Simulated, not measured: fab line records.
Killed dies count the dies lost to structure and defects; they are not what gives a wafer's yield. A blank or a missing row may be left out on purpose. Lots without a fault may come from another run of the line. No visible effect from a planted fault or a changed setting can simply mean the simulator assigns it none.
fab line records | flow nandHarc
[record] lots = 14 wafers = 40 lastDay = 23
route steps=1159 shown P_BONDPAD@374 A_ZERO_WELL@401 A_ONON_D1@438 END@1159
lots untouched by any fault: they come from a run of this same line in which no faults occurred
startH: hours from the record's opening day to when the first of the lot's shown wafers began | waitH: hours since the lot's step before | " unchanged from the row above | L1.1+2: one row covering several wafers at once | - no value, or no start was given | * or withheld: withheld | < > ~ a bound
route shown NAME@n: a module of which the file shows steps, and the number in the route of the first | usual: mean/standard deviation of fault-free wafers | same: alike in all rows | chamber/n: place in a boat | sites: readings site by site | _std_site: the standard deviation of these | _edge_site: mean of outer sites minus mean of inner sites | radiusMm: how far each site lies from the wafer's centre | mask NAME#n: copy n | behind: the tool/chamber that last shaped the wafer | hold: why the lot was held/for how many hours/how that ended | device: transistor that didn't switch, given as n, p or np | end of line: the tests these same wafers got at the end of their route | where a step has no rows: the recipe by itself | killed: not the wafer's yield, but the dies lost to structure and defects at the first sort | map: shows each die of a wafer: x if killed, . if not, _ if none is there
set.NAME: the setting that was run; set.NAME@STEP: the one run at that earlier step | model.NAME: the simulator's own value behind a step, which no gauge read
a sample of lots followed through the steps of the route, with each step as a table and each wafer as a row
services: the hour from which a tool's chamber was out of use, counted from the record's first day as startH (under 0 if before that day), plus the number of hours and why
[[steps]]
[step NHARC_P_BONDPAD_DEGAS_25]
[recipe] tempC = 300 timeS = 60
[usual] heaterPowerW = 475/31
// columns lot.wafer tool chamber startH waitH heaterPowerW
L480.4 pvdSputter-02 - 129.73 - 412
L480.1 " - " " 469
L480.5 " - " " 419
L481.2 pvdSputter-02 - 138.00 - 489
L481.3 " - " " 464
L481.4 " - " " 423
L482.2 pvdSputter-03 - 142.03 - 453
L482.1 " - " " 479
L482.6 " - " " 433
L484.3 pvdSputter-02 - 156.25 - 483
L484.6 " - " " 503
L484.5 " - " " 465
L485.1 pvdSputter-03 - 164.23 - 418
L485.2 " - " " 447
L485.5 " - " " 426
L489.4 pvdSputter-03 - 188.43 - 479
L489.3 " - " " 426
L491.3 pvdSputter-03 - 202.33 - 499
L491.2 " - " " 452
L491.1 " - " " 485
L493.4 pvdSputter-02 - 203.55 - 421
L493.1 " - " " 503
L493.6 " - " " 425
L494.1 pvdSputter-01 - 212.79 - 492
L494.4 " - " " 511
L495.3 pvdSputter-01 - 227.04 - 454
L495.2 " - " " 490
L495.5 " - " " 462
L496.1 pvdSputter-01 - 229.40 - 520
L496.3 " - " " 526
L496.4 " - " " 473
L498.3 pvdSputter-02 - 239.67 - 438
L498.5 " - " " 434
L498.6 " - " " 484
L500.3 pvdSputter-02 - 249.53 - 526
L500.1 " - " " 439
L500.5 " - " " 472
L503.4 pvdSputter-01 - 261.10 - 454
L503.2 " - " " 506
L503.5 " - " " 458
[step NHARC_A_ZERO_WELL_CD_MEAS_10]
[recipe] targetCdNm = 2000 landingEnergyEv = 500
[usual] cdNm = 1999.1/2.1
// columns lot.wafer tool chamber startH waitH cdNm
L480.1 cdSem-03 0 132.55 - 1997.0
L480.4 " 0 " " 2000.2
L480.5 " 0 " " 1998.7
L481.2 cdSem-02 0 140.84 - 1998.6
L481.3 " 0 " " 1999.8
L481.4 " 0 " " 1997.4
L482.1 cdSem-01 0 144.95 - 1997.9
L482.2 " 0 " " 1999.2
L482.6 " 0 " " 1999.3
L484.3 cdSem-01 0 159.17 - 1996.9
L484.5 " 0 " " 2000.7
L484.6 " 0 " " 2001.2
L485.1 cdSem-02 0 167.14 - 1997.3
L485.2 " 0 " " 1997.9
L485.5 " 0 " " 1997.8
L489.3 cdSem-02 0 191.38 - 2000.4
L489.4 " 0 " " 2005.2
L491.1 cdSem-03 0 205.15 - 2003.1
L491.2 " 0 " " 1997.5
L491.3 " 0 " " 1998.4
L493.1 cdSem-01 0 206.42 - 2000.2
L493.4 " 0 " " 1997.4
L493.6 " 0 " " 1997.2
L494.1 cdSem-03 0 215.74 - 2003.5
L494.4 " 0 " " 1999.2
L495.2 cdSem-03 0 230.02 - 1997.8
L495.3 " 0 " " 1998.7
L495.5 " 0 " " 2000.1
L496.1 cdSem-01 0 232.32 - 2002.0
L496.3 " 0 " " 1999.1
L496.4 " 0 " " 2001.7
L498.3 cdSem-02 0 242.59 - 1999.5
L498.5 " 0 " " 1998.2
L498.6 " 0 " " 2005.3
L500.1 cdSem-02 0 252.34 - 1997.3
L500.3 " 0 " " 1996.9
L500.5 " 0 " " 1997.7
L503.2 cdSem-01 0 264.13 - 1998.8
L503.4 " 0 " " 1997.2
L503.5 " 0 " " 2004.7
[step NHARC_A_ONON_D1_DEP_19]
[recipe] targetThkA = 10000 n2FlowSccm = 2750 n2oFlowSccm = 2000 nh3FlowSccm = 500 sih4FlowSccm = 210 tempC = 400
// columns lot.wafer tool chamber startH waitH
L480.1+4+5 pecvdOnon-04 0 168.15 0.1
L481.2+3+4 pecvdOnon-01 0 173.28 0.1
L482.1+2+6 pecvdOnon-01 0 177.19 0.1
L484.3+5+6 pecvdOnon-01 0 191.91 0.2
L485.1+2+5 pecvdOnon-02 0 203.63 0.2
L489.3+4 pecvdOnon-01 0 223.71 0.2
L493.1+4+6 pecvdOnon-02 0 241.97 0.1
L491.1+2+3 pecvdOnon-01 0 242.11 0.2
L494.1+4 pecvdOnon-01 0 253.10 0.1
L496.1+3+4 pecvdOnon-04 0 262.24 0.1
L495.2+3+5 pecvdOnon-02 0 262.30 0.1
L498.3+5+6 pecvdOnon-02 0 274.75 0.2
L500.1+3+5 pecvdOnon-04 0 284.92 0.1
L503.2+4+5 pecvdOnon-04 0 295.27 0.2
[step NHARC_A_ONON_D1_THK_MEAS_21]
[recipe] thkMeasGauge = ellipsometry
[usual] thkNm = 998/11
// columns lot.wafer tool chamber startH waitH thkNm
L480.1 filmMetro-02 - 168.65 - 999
L480.4 " - " " 996
L480.5 " - " " 999
L481.2 filmMetro-02 - 173.74 - 984
L481.3 " - " " 984
L481.4 " - " " 985
L482.1 filmMetro-01 - 177.71 - 978
L482.2 " - " " 978
L482.6 " - " " 980
L484.3 filmMetro-01 - 192.31 - 992
L484.5 " - " " 993
L484.6 " - " " 992
L485.1 filmMetro-01 - 204.17 - 992
L485.2 " - " " 992
L485.5 " - " " 990
L489.3 filmMetro-01 - 224.10 - 683
L489.4 " - " " 996
L493.1 filmMetro-02 - 242.49 - 987
L493.4 " - " " 987
L493.6 " - " " 985
L491.1 filmMetro-01 - 242.62 - 686
L491.2 " - " " 996
L491.3 " - " " 687
L494.1 filmMetro-02 - 253.63 - 683
L494.4 " - " " 991
L496.1 filmMetro-02 - 262.74 - 1009
L496.3 " - " " 1008
L496.4 " - " " 1007
L495.2 filmMetro-02 - 262.75 - 1006
L495.3 " - " " 1005
L495.5 " - " " 1007
L498.3 filmMetro-02 - 275.15 - 1010
L498.5 " - " " 1010
L498.6 " - " " 1009
L500.1 filmMetro-02 - 285.43 - 997
L500.3 " - " " 996
L500.5 " - " " 998
L503.2 filmMetro-01 - 295.72 - 1012
L503.4 " - " " 1012
L503.5 " - " " 1011
[step NHARC_A_ONON_D1_DEP_33]
[recipe] targetThkA = 2000 tempC = 400 pressureTorr = 6.5 rfW = 900 teosFlowSccm = 161.4 flowSccm = 2650 targetThkNm = 200 gas = O2 material = SiO2
[usual] heaterPowerW = 580/83 throttleValvePct = 15.8/0.58
// columns lot.wafer tool chamber startH waitH heaterPowerW throttleValvePct
L480.1 pecvd-03 1 170.44 0.1 610 15.9
L480.4 " 1 " " 590 15.7
L480.5 " 1 " " 620 16.0
L481.3 pecvd-01 0 175.55 0.1 580 15.9
L481.2 " 1 " " 403 16.1
L481.4 " 1 " " 410 16.2
L482.1 pecvd-03 2 179.49 0.1 584 16.0
L482.2 " 1 " " 586 15.5
L482.6 " 1 " " 620 15.7
L484.3 pecvd-03 0 194.08 0.1 626 15.5
L484.6 " 0 " " 641 15.3
L484.5 " 2 " " 542 16.0
L485.2 pecvd-01 0 206.18 0.1 584 15.9
L485.1 " 1 " " 514 16.3
L485.5 " 1 " " 388 16.4
L489.3 pecvd-01 0 226.03 0.2 460 15.9
L489.4 " 2 " " 599 16.4
L493.1 pecvd-03 1 245.00 0.4 583 16.1
L493.6 " 2 " " 594 15.9
L493.4 " 0 " " 590 15.5
L491.1 pecvd-03 0 245.27 0.5 629 15.3
L491.3 " 1 " " 524 15.9
L491.2 " 2 " " 613 15.9
L494.1 pecvd-01 0 255.48 0.1 535 15.9
L494.4 " 0 " " 537 16.2
L495.2 pecvd-01 0 264.51 0.1 512 16.1
L495.3 " 2 " " 730 16.5
L495.5 " 1 " " 421 16.0
L496.1 pecvd-03 2 264.54 0.1 618 15.9
L496.3 " 0 " " 640 15.5
L496.4 " 0 " " 647 15.5
L498.3 pecvd-01 0 276.99 0.1 468 16.1
L498.6 " 2 " " 686 16.0
L498.5 " 0 " " 501 16.1
L500.1 pecvd-01 2 287.26 0.1 742 16.3
L500.3 " 0 " " 495 16.4
L500.5 " 0 " " 499 16.4
L503.2 pecvd-01 0 297.82 0.4 535 16.5
L503.4 " 2 " " 640 16.5
L503.5 " 0 " " 415 16.3
[step NHARC_END_SORT_01]
[recipe] tempC = 25
[usual] killedAtArray = 27/9.9 killedAtOther = 0.5/0.76 killedAtPeriphery = 3.4/2.2 killedDies = 31/10 killedOpen = 3.3/2 killedShort = 2.0/1.5
[same] grossDies = 677
// columns lot.wafer tool chamber startH waitH killedAtArray killedAtOther killedAtPeriphery killedDies killedOpen killedShort
L489.3 prober-02 0 501.20 3.1 676 1 0 677 0 1
L489.4 prober-02 0 502.00 3.4 22 1 2 25 2 0
L491.1 prober-02 0 509.64 2.4 668 2 7 677 2 3
L491.2 prober-02 0 510.45 2.7 29 0 3 32 2 2
L491.3 prober-02 0 511.26 3.1 673 0 4 677 5 0
L494.1 prober-02 0 517.54 2.5 676 0 1 677 1 1
L494.4 prober-02 0 519.94 3.4 32 0 2 34 2 3
// killed by level:class
L489.3 A_ONON_D1:areaDep=653 A_CHANNEL_HOLE_D1:chamberFilmFlake=16 A_STAIRCASE:chamberFilmFlake=4 A_WL_FILL:chamberFilmFlake=2 A_CHANNEL_FILL_D1:geometricParticle:short=1 THIN_TSV:chamberFilmFlake=1
L489.4 A_CHANNEL_HOLE_D1:chamberFilmFlake=18 A_WL_FILL:chamberFilmFlake=2 P_CONTACT:geometricParticle:open=1 A_M1:geometricParticle:open=1 P_GATE:chamberFilmFlake=1 A_CONTACT:chamberFilmFlake=1 HYBRID_BOND:latent=1
L491.1 A_ONON_D1:areaDep=636 A_CHANNEL_HOLE_D1:chamberFilmFlake=19 A_STAIRCASE:chamberFilmFlake=5 P_GATE:chamberFilmFlake=4 P_M0:chamberFilmFlake=2 A_CONTACT:chamberFilmFlake=2 THIN_TSV:chamberFilmFlake=2 P_CONTACT:geometricParticle:short=1
L491.2 A_CHANNEL_HOLE_D1:chamberFilmFlake=17 A_STAIRCASE:chamberFilmFlake=6 P_M0:chamberFilmFlake=2 A_SLIT:chamberFilmFlake=2 P_M1:geometricParticle:open=1 A_WL_FILL:geometricParticle:short=1 A_WL_FILL:geometricParticle:open=1 A_CONTACT:geometricParticle:short=1
L491.3 A_ONON_D1:areaDep=643 A_CHANNEL_HOLE_D1:chamberFilmFlake=17 A_STAIRCASE:chamberFilmFlake=8 P_M0:chamberFilmFlake=3 A_CONTACT:geometricParticle:open=2 P_GATE:geometricParticle:open=1 A_WL_FILL:geometricParticle:open=1 A_BLC:geometricParticle:open=1
L494.1 A_ONON_D1:areaDep=646 A_CHANNEL_HOLE_D1:chamberFilmFlake=21 A_STAIRCASE:chamberFilmFlake=3 A_CONTACT:chamberFilmFlake=3 A_SGD_CUT:geometricParticle:short=1 A_SGD_CUT:geometricParticle:open=1 P_GATE:chamberFilmFlake=1 A_WL_FILL:chamberFilmFlake=1
L494.4 A_CHANNEL_HOLE_D1:chamberFilmFlake=22 A_WL_FILL:geometricParticle:short=2 A_CONTACT:chamberFilmFlake=2 A_SOURCE_PLATE:geometricParticle:open=1 A_CONTACT:geometricParticle:short=1 A_M1:geometricParticle:open=1 P_ZERO_WELL:chamberFilmFlake=1 P_GATE:chamberFilmFlake=1
[[services]]
// columns tool chamber startH hours kind
pecvd-03 - 111.34 13.0 pm
pecvdOnon-02 - 111.49 13.0 pm
pvdSputter-03 - 117.59 1.5 repair
pecvd-01 2 118.54 - calibration
pvdSputter-03 - 155.92 2.0 repair
pvdSputter-01 - 158.17 10.0 pm
pecvd-03 0 164.67 20.3 repair
pecvdOnon-01 - 195.03 13.0 pm
pecvd-01 2 199.83 7.0 repair
pecvdOnon-02 - 208.27 11.4 repair
pecvd-01 1 213.77 15.4 repair
pvdSputter-03 - 215.16 12.0 repair
pvdSputter-02 - 218.80 2.2 repair
pvdSputter-02 - 222.76 4.5 repair
pecvd-01 - 237.07 13.0 pm
pecvd-01 0 237.07 13.0 ventCycle
pecvd-01 1 237.07 13.0 ventCycle
pecvd-01 2 237.07 13.0 ventCycle
pecvdOnon-04 - 237.09 13.0 pm
pecvd-01 0 250.07 - clean
pecvd-01 1 250.07 - clean
pvdSputter-03 - 280.00 10.0 pm
pecvd-03 - 292.38 13.0 pm
pecvdOnon-02 - 292.49 13.0 pm
[[key]]
[firstSign] step = NHARC_A_ONON_D1_THK_MEAS_21 reading = thkNm direction = down sigmas = 28 usual = 998 struck = 685
[effect] step = NHARC_END_SORT_01 reading = killedAtArray direction = up sigmas = 65 usual = 27 struck = 673
[moreKillsBornAt] NHARC_A_ONON_D1_DEP_19@pecvdOnon-01 = 2578
metAt NHARC_A_ONON_D1_DEP_19
struckLots L489,L491,L494
struckWafers L489.3,L491.1,L491.3,L494.1
laterRowsLeftOut L489.3,L491.1,L491.3,L494.1
testerLeftOut L489,L491,L494
notActingAt NHARC_P_BONDPAD_DEGAS_25,NHARC_A_ZERO_WELL_CD_MEAS_10,NHARC_A_ONON_D1_DEP_33
onsetBetween 191.91 223.71
[fault] kind = processParameterDrift tool = pecvdOnon-01 chamber = - onsetH = 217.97 steps = NHARC_A_ONON_D1_DEP_19 channel = targetThkA offset = * shape = step endH = 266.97 scope = struckWafersOnly actsIn = * stated = *
// testerLeftOut: of these lots the tester's yield and bins aren't shown, on N5 and GAA mostly nor the transistor test; their killed dies are dies lost to structure and defects alone, not to doping, threshold or leakage, so they don't give the yield
// laterRowsLeftOut: the simulator's readings of these wafers behind a module that went badly wrong aren't trusted and aren't shown, but for the sort
